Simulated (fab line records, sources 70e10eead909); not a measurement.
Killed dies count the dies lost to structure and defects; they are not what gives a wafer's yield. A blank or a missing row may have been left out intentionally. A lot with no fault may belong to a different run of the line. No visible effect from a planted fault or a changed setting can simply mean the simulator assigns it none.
Matching of chambers | flow nand_harc | cmp-01 running NHARC_A_CHANNEL_FILL_D1_CMP_10: 4 sister chambers
The step polishes, target thk 150 nm. 4 wafers are shown with their chamber, then 8 later ones without.

WAFERS, EACH WITH ITS CHAMBER
wafer  | chamber | motor_current_A (A)
L081.1 | 1       | 11.3
L082.1 | 0       | 14.4
L082.5 | 2       | 12.1
L083.3 | 3       | 12.9

WAFERS WITH NO CHAMBER GIVEN
wafer  | motor_current_A (A)
L083.4 | 14.1
L083.6 | 14.6
L086.1 | 11.1
L086.3 | 13.3
L086.5 | 14.0
L093.1 | 14.6
L093.3 | 10.9
L093.5 | 11.8

EACH ONE'S CHAMBER
wafer  | from the rows above     | in truth
L083.4 | 0                       | 0
L083.6 | 0                       | 0
L086.1 | 1                       | 1
L086.3 | 3                       | 3
L086.5 | 0                       | 0
L093.1 | 0                       | 0
L093.3 | 1                       | 1
L093.5 | can't be placed: 2 or 1 | 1
Placed correctly: 7 of 8. Can't be placed from these rows: 1 (the true chamber is among the candidates in 1). Number placed wrongly: 0.
How it was worked out, from the rows above alone: a wafer's distance from a chamber is the root of the sum, over the readings, of the square of ((its reading less the chamber's mean) divided by the reading's scatter). If the next closest chamber is less than 2 further off than the closest, the wafer can't be placed; otherwise it belongs to the closest. For every chamber, the mean is computed from those of its wafers that are shown. The scatter: with one shown wafer a chamber, the root of the mean of the squares of how far each hidden wafer lies from its nearest shown one.
